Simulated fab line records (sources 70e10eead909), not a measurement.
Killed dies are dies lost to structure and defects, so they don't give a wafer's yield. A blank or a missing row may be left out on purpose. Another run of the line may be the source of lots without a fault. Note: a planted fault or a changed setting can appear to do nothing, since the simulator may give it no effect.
fab line records ; flow nand_harc
record lots=12; wafers=36; last_day=33
route steps=1302 shown A_ZERO_WELL@404 A_SOURCE_PLATE@413 END@1302
lots that met no fault: taken from a fault-free run of the same line
start_h: hours from the record's opening day to when the first of the lot's shown wafers began ; wait_h: hours from the lot's prior step to this one ; " same as the row above ; L1.1+2: several wafers, shown together as one row ; - no value, or no start was given ; * or withheld: withheld ; < > ~ a bound
route shown NAME@n: a module of which the file shows steps, and the number in the route of the first ; usual: mean/standard deviation of fault-free wafers ; same: alike in all rows ; chamber/n: place in a boat ; sites: readings site by site ; _std_site: how widely they spread, as a standard deviation ; _edge_site: outer sites' mean less inner sites' ; radius_mm: for every site, how far away it sits from the centre of the wafer ; mask NAME#n: copy n ; behind: the tool/chamber that last shaped the wafer ; hold: why the lot went on hold/how many hours it stayed there/how the hold came to an end ; device: which transistor (n, p or np) failed to switch ; end of line: at the end of the route, the tests of the same wafers ; a step given without rows: its recipe and nothing more ; killed: dies that structure and defects cost at the first sort, which is not the same as the wafer's yield ; map: the dies of a wafer, with x for killed, . for not killed, _ for no die there
set.NAME: the setting that was run; set.NAME@STEP: the one run at that earlier step ; model.NAME: the simulator's own value behind a step, which no gauge read
the route's steps for a sample of lots (tables are steps, rows are wafers)
services: when a tool's chamber went out of use (start_h, in hours from the record's first day, below 0 if earlier), for how many hours, and the reason
## steps
# step NHARC_A_ZERO_WELL_ETCH_19
# recipe target_depth_a=800; overetch_a=240; time_s=87.88; ion_energy_ev=200; n2_flow_sccm=150; h2_flow_sccm=150; ar_flow_sccm=0; rf_w=400; bias_w=150; chemistry=N2/H2
# usual drypump_motor_current_A=5.7/0.53; oes_product_au=0.999/0.0081; rf_vpp_V=431.4/2.8; showerhead_plenum_p_Torr=2.07/0.1; throttle_valve_pct=14.172/0.0088
lot.wafer;tool;chamber;start_h;wait_h;drypump_motor_current_A;oes_product_au;rf_hours_counter_h;rf_vpp_V;showerhead_plenum_p_Torr;throttle_valve_pct
L909.2;rie_diel-08;3;143.19;0.1;6.0;0.996;4;431.5;2.13;14.169
L909.5;rie_diel-08;2;143.19;0.1;5.9;1.009;-;429.0;1.97;14.167
L909.4;rie_diel-08;3;143.19;0.1;6.0;1.000;-;433.3;2.13;14.179
L908.3;rie_diel-08;2;143.75;0.1;5.9;1.007;4;428.9;1.97;14.167
L908.6;rie_diel-08;2;143.75;0.1;5.9;1.003;-;428.7;1.97;14.165
L908.4;rie_diel-08;3;143.75;0.1;6.0;0.998;-;433.3;2.13;14.168
L917.2;rie_diel-07;3;226.08;0.1;5.4;0.994;16;428.4;1.95;14.166
L917.5;rie_diel-07;3;226.08;0.1;5.5;0.995;-;428.7;1.95;14.196
L917.6;rie_diel-07;0;226.08;0.1;5.8;1.000;-;426.8;1.91;14.162
L921.2;rie_diel-08;0;274.52;0.1;4.8;0.992;2;434.3;2.21;14.169
L921.3;rie_diel-08;2;274.52;0.1;6.0;0.994;2;427.9;1.97;14.160
L921.6;rie_diel-08;1;274.52;0.1;6.3;1.014;-;431.0;2.07;14.175
L923.3;rie_diel-08;2;287.58;0.1;5.9;0.996;2;427.9;1.97;14.168
L923.4;rie_diel-08;1;287.58;0.1;6.3;0.986;2;431.5;2.07;14.192
L923.6;rie_diel-08;2;287.58;0.1;6.0;0.988;-;429.4;1.97;14.175
L924.1;rie_diel-08;0;299.37;0.1;4.8;0.990;2;434.1;2.21;14.168
L924.3;rie_diel-08;2;299.37;0.1;5.9;1.000;2;427.7;1.97;14.172
L924.5;rie_diel-08;0;299.37;0.1;4.8;0.994;-;434.4;2.21;14.155
L925.4;rie_diel-08;0;304.06;0.1;4.8;0.996;3;435.7;2.21;14.188
L925.3;rie_diel-08;1;304.06;0.1;6.3;0.992;3;432.9;2.07;14.173
L925.6;rie_diel-08;0;304.06;0.1;4.8;0.997;-;434.5;2.21;14.186
L927.6;rie_diel-08;0;333.77;0.1;4.8;1.003;-;434.4;2.21;14.187
L927.5;rie_diel-08;2;333.77;0.1;6.0;1.007;-;426.4;1.97;14.177
L927.4;rie_diel-08;3;333.77;0.1;6.0;1.010;-;433.2;2.13;14.180
L928.2;rie_diel-08;2;338.72;0.1;5.9;1.001;4;429.2;1.97;14.166
L928.3;rie_diel-08;0;338.72;0.1;4.8;1.002;3;435.2;2.21;14.178
L928.4;rie_diel-08;3;338.72;0.1;6.0;1.017;-;433.9;2.13;14.172
L929.4;rie_diel-07;1;344.70;0.1;5.5;1.003;5;433.6;2.16;14.171
L929.1;rie_diel-07;0;344.70;0.1;5.9;1.004;5;425.7;1.91;14.179
L929.6;rie_diel-07;1;344.70;0.1;5.5;1.005;-;432.9;2.16;14.168
L930.4;rie_diel-08;3;365.60;0.1;6.0;0.998;4;432.6;2.13;14.162
L930.6;rie_diel-08;3;365.60;0.1;6.0;0.996;-;430.8;2.13;14.170
L930.5;rie_diel-08;0;365.60;0.1;4.8;0.997;-;435.5;2.21;14.174
L931.4;rie_diel-07;0;366.57;0.1;5.8;0.991;7;427.1;1.91;14.178
L931.2;rie_diel-07;1;366.57;0.1;5.5;1.004;7;434.7;2.16;14.168
L931.6;rie_diel-07;3;366.57;0.1;5.4;1.007;-;427.8;1.94;14.152
# step NHARC_A_ZERO_WELL_RTA_16
# recipe temp_c=1000; time_s=10
# usual lamp_power_pct=28/3.3; lamp_zone_1_pct=28/3.3; wafer_temp_C_max=1005.1/0.89
lot.wafer;tool;chamber;start_h;wait_h;lamp_power_pct;lamp_zone_1_pct;wafer_temp_C_max
L909.2;rtp_anneal-02;0;144.24;-;25;25;1006.3
L909.4;rtp_anneal-02;0;144.24;-;25;25;1005.9
L909.5;rtp_anneal-02;0;144.24;-;25;25;1004.4
L908.3;rtp_anneal-01;0;144.83;-;31;31;1004.0
L908.4;rtp_anneal-01;0;144.83;-;31;31;1004.3
L908.6;rtp_anneal-01;0;144.83;-;31;31;1006.8
L917.2;rtp_anneal-01;0;227.13;-;31;31;1005.0
L917.5;rtp_anneal-01;0;227.13;-;31;31;1003.5
L917.6;rtp_anneal-01;0;227.13;-;31;31;1004.6
L921.2;rtp_anneal-01;0;275.64;-;31;31;1003.4
L921.3;rtp_anneal-01;0;275.64;-;31;31;1003.5
L921.6;rtp_anneal-01;0;275.64;-;31;31;1004.6
L923.3;rtp_anneal-01;0;288.66;-;31;31;1007.6
L923.4;rtp_anneal-01;0;288.66;-;31;31;1006.2
L923.6;rtp_anneal-01;0;288.66;-;31;31;1005.8
L924.1;rtp_anneal-02;0;300.40;-;25;25;1004.7
L924.3;rtp_anneal-02;0;300.40;-;25;25;1006.1
L924.5;rtp_anneal-02;0;300.40;-;25;25;1005.5
L925.3;rtp_anneal-02;0;305.13;-;25;25;1006.3
L925.4;rtp_anneal-02;0;305.13;-;25;25;1006.6
L925.6;rtp_anneal-02;0;305.13;-;25;25;1004.6
L927.4;rtp_anneal-02;0;335.36;-;25;25;1005.5
L927.5;rtp_anneal-02;0;335.36;-;25;25;1005.8
L927.6;rtp_anneal-02;0;335.36;-;25;25;1004.8
L928.2;rtp_anneal-02;0;339.79;-;25;25;1006.4
L928.3;rtp_anneal-02;0;339.79;-;25;25;1005.1
L928.4;rtp_anneal-02;0;339.79;-;25;25;1004.2
L929.1;rtp_anneal-01;0;345.72;-;31;31;1003.5
L929.4;rtp_anneal-01;0;345.72;-;31;31;1004.3
L929.6;rtp_anneal-01;0;345.72;-;31;31;1003.7
L930.4;rtp_anneal-01;0;366.99;-;31;31;1006.0
L930.5;rtp_anneal-01;0;366.99;-;31;31;1004.6
L930.6;rtp_anneal-01;0;366.99;-;31;31;1004.8
L931.2;rtp_anneal-01;0;367.73;0.1;31;31;1005.9
L931.4;rtp_anneal-01;0;367.73;0.1;31;31;1004.4
L931.6;rtp_anneal-01;0;367.73;0.1;31;31;1003.9
# step NHARC_A_SOURCE_PLATE_PRECLEAN_00
# recipe time_s=60; chemistry=HF-LAST
lot.wafer;tool;chamber;start_h;wait_h
L909.4+2+5;wet_bench-05;0,2,5;144.46;0.0
L908.3+4+6;wet_bench-03;5,6,0;145.03;0.0
L917.5+6+2;wet_bench-05;7,1,2;227.35;0.0
L921.3+2+6;wet_bench-03;2,3,4;275.88;0.1
L923.4+3+6;wet_bench-09;7,0,2;288.85;0.1
L924.1+5+3;wet_bench-05;5,0,1;300.66;0.1
L925.4+6+3;wet_bench-09;0,4,5;305.32;0.0
L927.6+4+5;wet_bench-09;4,5,7;335.52;0.0
L928.2+3+4;wet_bench-09;0,1,3;340.01;0.0
L929.6+1+4;wet_bench-09;5,7,0;345.97;0.0
L930.6+5+4;wet_bench-03;5,6,0;367.17;0.1
L931.4+2+6;wet_bench-05;4,5,6;367.95;0.1
# step NHARC_A_SOURCE_PLATE_THK_MEAS_09
# recipe thk_meas_gauge=ellipsometry
# usual thk_nm=9.7/1
lot.wafer;tool;chamber;start_h;wait_h;thk_nm
L909.2;film_metro-01;-;152.48;0.4;10.2
L909.4;film_metro-01;-;152.48;0.4;9.5
L909.5;film_metro-01;-;152.48;0.4;9.0
L908.3;film_metro-02;-;152.48;0.4;9.4
L908.4;film_metro-02;-;152.48;0.4;10.1
L908.6;film_metro-02;-;152.48;0.4;9.6
L917.2;film_metro-02;-;234.96;0.4;9.9
L917.5;film_metro-02;-;234.96;0.4;8.9
L917.6;film_metro-02;-;234.96;0.4;11.0
L921.2;film_metro-01;-;282.64;0.4;10.1
L921.3;film_metro-01;-;282.64;0.4;9.0
L921.6;film_metro-01;-;282.64;0.4;9.8
L923.3;film_metro-02;-;295.57;0.4;9.5
L923.4;film_metro-02;-;295.57;0.4;11.5
L923.6;film_metro-02;-;295.57;0.4;8.9
L924.1;film_metro-02;-;309.06;0.4;10.8
L924.3;film_metro-02;-;309.06;0.4;10.4
L924.5;film_metro-02;-;309.06;0.4;9.3
L925.3;film_metro-02;-;312.83;0.4;9.2
L925.4;film_metro-02;-;312.83;0.4;10.0
L925.6;film_metro-02;-;312.83;0.4;10.5
L927.4;film_metro-01;-;342.27;0.4;9.3
L927.5;film_metro-01;-;342.27;0.4;8.8
L927.6;film_metro-01;-;342.27;0.4;11.8
L928.2;film_metro-01;-;346.84;0.4;11.2
L928.3;film_metro-01;-;346.84;0.4;9.8
L928.4;film_metro-01;-;346.84;0.4;10.0
L929.1;film_metro-02;-;354.78;0.4;9.7
L929.4;film_metro-02;-;354.78;0.4;8.6
L929.6;film_metro-02;-;354.78;0.4;9.9
L931.2;film_metro-02;-;373.93;0.4;8.1
L931.4;film_metro-02;-;373.93;0.4;9.3
L931.6;film_metro-02;-;373.93;0.4;8.6
L930.4;film_metro-01;-;373.93;0.4;9.0
L930.5;film_metro-01;-;373.93;0.4;11.2
L930.6;film_metro-01;-;373.93;0.4;9.4
# step NHARC_A_SOURCE_PLATE_INSPECT_08
# usual raw_defect_count=53/21
lot.wafer;tool;chamber;start_h;wait_h;raw_defect_count
L909.2;defect_inspect-02;-;165.03;0.0;70
L909.4;defect_inspect-02;-;165.03;0.0;49
L909.5;defect_inspect-02;-;165.03;0.0;70
L908.3;defect_inspect-01;-;165.04;0.0;29
L908.4;defect_inspect-01;-;165.04;0.0;50
L908.6;defect_inspect-01;-;165.04;0.0;17
L917.2;defect_inspect-01;-;247.96;0.0;67
L917.5;defect_inspect-01;-;247.96;0.0;439
L917.6;defect_inspect-01;-;247.96;0.0;42
L921.2;defect_inspect-01;-;299.21;0.0;54
L921.3;defect_inspect-01;-;299.21;0.0;66
L921.6;defect_inspect-01;-;299.21;0.0;40
L923.3;defect_inspect-01;-;309.21;0.0;25
L923.4;defect_inspect-01;-;309.21;0.0;36
L923.6;defect_inspect-01;-;309.21;0.0;64
L924.1;defect_inspect-02;-;322.60;0.0;54
L924.3;defect_inspect-02;-;322.60;0.0;70
L924.5;defect_inspect-02;-;322.60;0.0;35
L925.3;defect_inspect-02;-;325.84;0.0;43
L925.4;defect_inspect-02;-;325.84;0.0;109
L925.6;defect_inspect-02;-;325.84;0.0;73
L928.2;defect_inspect-02;-;357.66;0.0;45
L928.3;defect_inspect-02;-;357.66;0.0;49
L928.4;defect_inspect-02;-;357.66;0.0;75
L927.4;defect_inspect-01;-;357.66;0.0;47
L927.5;defect_inspect-01;-;357.66;0.0;30
L927.6;defect_inspect-01;-;357.66;0.0;40
L929.1;defect_inspect-01;-;367.90;0.0;55
L929.4;defect_inspect-01;-;367.90;0.0;36
L929.6;defect_inspect-01;-;367.90;0.0;32
L930.4;defect_inspect-02;-;386.98;0.0;80
L930.5;defect_inspect-02;-;386.98;0.0;54
L930.6;defect_inspect-02;-;386.98;0.0;79
L931.2;defect_inspect-02;-;386.98;0.0;41
L931.4;defect_inspect-02;-;386.98;0.0;63
L931.6;defect_inspect-02;-;386.98;0.0;75
# step NHARC_END_SORT_01
# recipe temp_c=25
# usual killed_at_array=56/18; killed_at_other=1.4/1.5; killed_at_periphery=4/3.1; killed_dies=61/19; killed_open=3.5/1.8; killed_short=2.4/1.4
# same gross_dies=677
lot.wafer;tool;chamber;start_h;wait_h;killed_at_array;killed_at_other;killed_at_periphery;killed_dies;killed_open;killed_short
L917.2;prober-01;0;655.53;2.8;47;0;7;54;6;4
L917.5;prober-01;0;657.92;3.7;100;3;13;116;3;4
L917.6;prober-01;0;658.72;4.0;40;1;5;46;2;2
# killed by level:class
L917.2 A_CHANNEL_HOLE_D2:chamber_film_flake=16 A_STAIRCASE:chamber_film_flake=9 A_CHANNEL_HOLE_D1:chamber_film_flake=6 A_CONTACT:chamber_film_flake=4 P_CONTACT:chamber_film_flake=3 P_BONDPAD:chamber_film_flake=3 A_CHANNEL_FILL_D1:geometric_particle:open=2 A_BLC:geometric_particle:open=2
L917.5 A_SOURCE_PLATE:unspecified=61 A_CHANNEL_HOLE_D2:chamber_film_flake=12 A_STAIRCASE:chamber_film_flake=11 A_CONTACT:chamber_film_flake=5 P_BONDPAD:chamber_film_flake=4 A_CHANNEL_HOLE_D1:chamber_film_flake=4 P_CONTACT:chamber_film_flake=3 THIN_TSV:chamber_film_flake=3
L917.6 A_CHANNEL_HOLE_D2:chamber_film_flake=15 A_STAIRCASE:chamber_film_flake=9 A_CHANNEL_HOLE_D1:chamber_film_flake=7 P_BONDPAD:chamber_film_flake=3 A_CONTACT:chamber_film_flake=3 P_CONTACT:chamber_film_flake=2 A_DECK1_JOINT:geometric_particle:open=1 A_SGD_CUT:geometric_particle:short=1
## services
tool;chamber;start_h;hours;kind
rie_diel-08;0;120.80;-;clean
rie_diel-08;1;120.80;-;clean
rie_diel-08;2;120.80;-;clean
rie_diel-08;3;120.80;-;clean
rie_diel-08;0;138.20;11.7;repair
rie_diel-08;1;145.30;-;clean
rie_diel-08;2;145.30;-;clean
rie_diel-07;2;163.60;20.6;repair
rie_diel-07;-;174.84;1.2;repair
wet_bench-09;-;176.80;8.0;pm
rie_diel-08;-;190.80;9.0;pm
rie_diel-07;-;205.51;1.2;repair
wet_bench-03;-;210.48;8.0;pm
rie_diel-08;2;213.24;7.5;repair
rie_diel-08;1;251.62;4.1;repair
wet_bench-05;-;260.80;8.0;pm
rie_diel-08;3;265.05;3.0;repair
rie_diel-07;-;294.27;9.0;pm
rie_diel-07;0;308.65;4.3;repair
rie_diel-08;1;320.84;37.1;repair
rie_diel-07;-;336.90;0.4;repair
rie_diel-08;0;344.63;8.2;repair
wet_bench-09;-;352.80;8.0;pm
rie_diel-08;-;367.80;9.0;pm
## key
first_sign step=NHARC_A_SOURCE_PLATE_INSPECT_08; reading=raw_defect_count; direction=up; sigmas=19; usual=53; struck=439
effect step=NHARC_END_SORT_01; reading=killed_dies; direction=up; sigmas=2.9; usual=61; struck=116
more_kills_born_at NHARC_A_SOURCE_PLATE_PRECLEAN_00@wet_bench-05=61
met_at NHARC_A_SOURCE_PLATE_PRECLEAN_00
struck_lots L917
struck_wafers L917.5
tester_left_out L917
not_acting_at NHARC_A_ZERO_WELL_ETCH_19,NHARC_A_ZERO_WELL_RTA_16,NHARC_A_SOURCE_PLATE_THK_MEAS_09
fault kind=chamber_particle_source; tool=wet_bench-05; chamber=7; onset_h=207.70; steps=NHARC_A_SOURCE_PLATE_PRECLEAN_00; rate_per_visit_cm2=0.62562; end_h=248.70
# tester_left_out: of these lots the tester's yield and bins aren't shown, on N5 and GAA mostly nor the transistor test; their killed dies are dies lost to structure and defects alone, not to doping, threshold or leakage, so they don't give the yield
